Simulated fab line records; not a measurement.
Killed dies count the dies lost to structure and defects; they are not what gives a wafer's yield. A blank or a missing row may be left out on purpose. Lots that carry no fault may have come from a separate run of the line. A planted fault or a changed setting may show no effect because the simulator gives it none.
Which of the tools did it? | flow nand-harc | 13 lots, 37 wafers sampled, at 5 steps of a route of 1302

== WHAT THE GAUGES READ, wafer by wafer ==
NHARC_A_BONDPAD_CD_MEAS_13.
lot  | measured     | on        | cd-nm (nm)
L792 | day 23 10:31 | cd-sem-03 | 500.5 497.7 498.3
L790 | day 23 11:49 | cd-sem-02 | 501.7 499.6 500.1
L793 | day 24 02:14 | cd-sem-03 | 503.3 499.9 500.2
L794 | day 24 10:28 | cd-sem-01 | 499.6 500.2 501.3
L795 | day 25 10:44 | cd-sem-03 | 502.3 498.9 500.6
L796 | day 25 16:41 | cd-sem-03 | 498.2 500.4 497.4
L797 | day 26 11:30 | cd-sem-02 | 496.8 499.7 497.3
L798 | day 26 23:39 | cd-sem-03 | 496.6 494.6 497.3
L799 | day 27 04:31 | cd-sem-02 | 502.9 499.1 499.8
L808 | day 30 15:07 | cd-sem-02 | 495.1 496.9
L809 | day 30 22:17 | cd-sem-01 | 496.1 495.4
L810 | day 31 06:07 | cd-sem-03 | 500.9 497.3 501.0
L811 | day 31 20:59 | cd-sem-01 | 497.4 497.5 501.0

NHARC_END_SORT_01.
lot  | measured     | on        | defect-limited-yield (%) | killed-at-array | killed-at-other | killed-at-periphery | killed-dies | killed-open | killed-short
L793 | day 25 07:27 | prober-01 | 92.6 92.0 90.7           | 46 50 59        | 0 1 2           | 4 3 2               | 50 54 63    | 2 4 4       | 1 2 4
L809 | day 32 08:01 | prober-01 | 89.1                     | 65              | 3               | 6                   | 74          | 4           | 1

== WHAT TOOL EACH LOT RAN ON (gives the tool, then ch and the chambers of the sampled wafers, and finally the start) ==
lot  | NHARC_A_BONDPAD_CMP_29        | NHARC_A_BONDPAD_ETCH_24            | NHARC_A_BONDPAD_PVD_27
L792 | cmp-03 ch 0,1,2, day 23 09:11 | rie-diel-06 ch 0,1,3, day 23 10:45 | pvd-sputter-02, no start
L790 | cmp-01 ch 1,2, day 23 10:31   | rie-diel-09 ch 1,2, day 23 12:04   | pvd-sputter-03, no start
L793 | cmp-04 ch 1,2,3, day 24 01:01 | rie-diel-06 ch 1,2, day 24 02:27   | pvd-sputter-01, day 25 07:27 or earlier
L794 | cmp-04 ch 0,1,3, day 24 09:16 | rie-diel-04 ch 1,3, day 24 10:43   | pvd-sputter-02, no start
L795 | cmp-01 ch 0,1,3, day 25 09:24 | rie-diel-09 ch 0,1,3, day 25 10:58 | pvd-sputter-03, no start
L796 | cmp-03 ch 0,1,3, day 25 15:26 | rie-diel-09 ch 0,3, day 25 16:54   | pvd-sputter-03, no start
L797 | cmp-03 ch 0,1,3, day 26 09:26 | rie-diel-04 ch 0,3, day 26 12:20   | pvd-sputter-02, no start
L798 | cmp-01 ch 0,1,3, day 26 22:20 | rie-diel-04 ch 0,1, day 26 23:53   | pvd-sputter-03, no start
L799 | cmp-04 ch 1,2,3, day 27 03:10 | rie-diel-06 ch 0,1,3, day 27 04:44 | pvd-sputter-02, no start
L808 | cmp-01 ch 0,1, day 30 13:46   | rie-diel-09 ch 2,3, day 30 15:21   | pvd-sputter-02, no start
L809 | cmp-01 ch 0,2, day 30 20:57   | rie-diel-09 ch 0,1, day 30 22:32   | pvd-sputter-01, day 32 08:01 or earlier
L810 | cmp-04 ch 1,2, day 31 04:47   | rie-diel-04 ch 0,1,3, day 31 06:22 | pvd-sputter-03, no start
L811 | cmp-03 ch 0,3, day 31 19:45   | rie-diel-04 ch 0,2, day 31 21:18   | pvd-sputter-01, no start
- NHARC_A_BONDPAD_CMP_29: polishes SiCN, target thk 200 nm.
- NHARC_A_BONDPAD_ETCH_24: etches the open film in CF4/N2, target depth 30 nm, time 72.99 s.
- NHARC_A_BONDPAD_PVD_27: deposits Cu, target thk 30 nm, time 20.49 s.

== AS READ BY THE TOOLS THEMSELVES (means over the sampled wafers that have a number; for cases with no such wafer, the mark the record gives instead) ==
NHARC_A_BONDPAD_CMP_29.
lot  | tool   | motor-current-A (A)
L792 | cmp-03 | 12.6
L790 | cmp-01 | 12.0
L793 | cmp-04 | 13.6
L794 | cmp-04 | 12.0
L795 | cmp-01 | 11.1
L796 | cmp-03 | 11.8
L797 | cmp-03 | 11.9
L798 | cmp-01 | 11.2
L799 | cmp-04 | 13.7
L808 | cmp-01 | 11.0
L809 | cmp-01 | 12.4
L810 | cmp-04 | 13.3
L811 | cmp-03 | 11.7

NHARC_A_BONDPAD_ETCH_24.
lot  | tool        | drypump-motor-current-A (A) | oes-product-au (a.u.) | rf-vpp-V (V) | showerhead-plenum-p-Torr (Torr) | throttle-valve-pct (%)
L792 | rie-diel-06 | 5.4                         | 1.004                 | 314.5        | 2.65                            | 19.798
L790 | rie-diel-09 | 6.4                         | 1.004                 | 313.0        | 2.58                            | 19.803
L793 | rie-diel-06 | 6.0                         | 0.994                 | 314.4        | 2.69                            | 19.803
L794 | rie-diel-04 | 5.7                         | 0.992                 | 312.5        | 2.54                            | 19.795
L795 | rie-diel-09 | 6.0                         | 1.009                 | 314.9        | 2.62                            | 19.792
L796 | rie-diel-09 | 6.0                         | 1.005                 | 313.4        | 2.62                            | 19.786
L797 | rie-diel-04 | 5.6                         | 1.000                 | 313.0        | 2.56                            | 19.793
L798 | rie-diel-04 | 5.4                         | 0.994                 | 313.3        | 2.52                            | 19.785
L799 | rie-diel-06 | 5.4                         | 1.001                 | 313.6        | 2.64                            | 19.792
L808 | rie-diel-09 | 6.3                         | 1.006                 | 313.1        | 2.58                            | 19.797
L809 | rie-diel-09 | 6.0                         | 1.006                 | 314.6        | 2.64                            | 19.794
L810 | rie-diel-04 | 5.5                         | 0.995                 | 312.9        | 2.53                            | 19.792
L811 | rie-diel-04 | 5.3                         | 1.005                 | 314.1        | 2.60                            | 19.795

NHARC_A_BONDPAD_PVD_27.
lot  | tool           | cathode-dc-power-W (W) | throttle-valve-pct (%)
L792 | pvd-sputter-02 | 5000.8                 | 29.7
L790 | pvd-sputter-03 | 5000.1                 | 29.8
L793 | pvd-sputter-01 | 5000.1                 | 30.8
L794 | pvd-sputter-02 | 4999.8                 | 29.0
L795 | pvd-sputter-03 | 5000.5                 | 29.5
L796 | pvd-sputter-03 | 4999.7                 | 29.8
L797 | pvd-sputter-02 | 4999.7                 | 30.4
L798 | pvd-sputter-03 | 4998.9                 | 29.3
L799 | pvd-sputter-02 | 5000.0                 | 29.3
L808 | pvd-sputter-02 | 5000.9                 | 29.9
L809 | pvd-sputter-01 | 5001.3                 | 31.3
L810 | pvd-sputter-03 | 5000.3                 | 30.6
L811 | pvd-sputter-01 | 5000.2                 | 31.1

== THE ANSWER, worked out from the rows above alone ==
Rule: the usual values come from the lots themselves. The widest of any qualifying gaps counts: lots, ordered by their means at a reading, are off when they make up no more than a third of the lots, leave a main group of 4 or more, and stand apart from it by 3 or more times the standard deviation of that group's means. Not used: any main group whose means are identical at the precision the tables above print for the reading. A lot without any number at a reading at which 4 lots or more have one is off too. The other lots that the step has rows for count as sound. Order of review: gauges by route order, followed by the tools' own readings, for which a lot's mean as printed above is used. At the first step where some lot is off, the reading lying furthest off is the one used; lots without a number count as furthest.
No lot is off at any reading shown: from this, nothing can be told.

== WHAT THE SIMULATOR PUT IN ==
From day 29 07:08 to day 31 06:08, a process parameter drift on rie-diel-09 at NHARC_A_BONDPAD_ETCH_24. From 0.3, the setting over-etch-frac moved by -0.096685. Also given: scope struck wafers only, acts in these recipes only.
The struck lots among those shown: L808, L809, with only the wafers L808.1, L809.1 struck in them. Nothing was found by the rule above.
